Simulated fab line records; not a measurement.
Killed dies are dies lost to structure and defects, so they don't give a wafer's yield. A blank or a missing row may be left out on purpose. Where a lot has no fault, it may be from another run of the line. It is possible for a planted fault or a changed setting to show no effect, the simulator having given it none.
Matching of chambers / flow nand harc / NHARC_A_CONTACT_DESCUM_74 on rie diel-12: 4 sister chambers
The step chemistry O2, time 3 s. 4 wafers are shown with their chamber, then 12 later ones without.

WAFERS WITH THEIR CHAMBER
wafer=L088.6; chamber=3; drypump motor current A (A)=6.5
wafer=L091.1; chamber=0; drypump motor current A (A)=6.0
wafer=L091.4; chamber=1; drypump motor current A (A)=5.7
wafer=L091.5; chamber=2; drypump motor current A (A)=5.6

WAFERS MISSING THEIR CHAMBER
wafer=L093.2; drypump motor current A (A)=6.0
wafer=L093.4; drypump motor current A (A)=6.6
wafer=L093.6; drypump motor current A (A)=5.6
wafer=L095.1; drypump motor current A (A)=5.7
wafer=L095.4; drypump motor current A (A)=5.6
wafer=L095.6; drypump motor current A (A)=5.6
wafer=L096.1; drypump motor current A (A)=6.1
wafer=L096.5; drypump motor current A (A)=6.0
wafer=L096.6; drypump motor current A (A)=6.6
wafer=L097.2; drypump motor current A (A)=6.5
wafer=L097.4; drypump motor current A (A)=6.6
wafer=L097.6; drypump motor current A (A)=6.1

EACH ONE'S CHAMBER
wafer=L093.2; from the rows above=0; in truth=0
wafer=L093.4; from the rows above=3; in truth=3
wafer=L093.6; from the rows above=can't be placed: 2 or 1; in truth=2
wafer=L095.1; from the rows above=can't be placed: 1 or 2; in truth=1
wafer=L095.4; from the rows above=can't be placed: 2 or 1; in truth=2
wafer=L095.6; from the rows above=can't be placed: 2 or 1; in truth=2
wafer=L096.1; from the rows above=0; in truth=0
wafer=L096.5; from the rows above=0; in truth=0
wafer=L096.6; from the rows above=3; in truth=3
wafer=L097.2; from the rows above=3; in truth=3
wafer=L097.4; from the rows above=3; in truth=3
wafer=L097.6; from the rows above=0; in truth=0
8 of 12 placed correctly. Unplaceable from these rows: 4, with the true chamber sitting among the candidates in 4. Number placed wrongly: 0.
How it was worked out, from the rows above alone: a wafer's distance from a chamber is the root of the sum, over the readings, of the square of ((its reading less the chamber's mean) divided by the reading's scatter). The wafer belongs to the nearest chamber; if the next one is less than 2 further off, it can't be placed. A chamber's mean is the mean of its shown wafers. The scatter: with one shown wafer a chamber, the root of the mean of the squares of how far each hidden wafer lies from its nearest shown one.
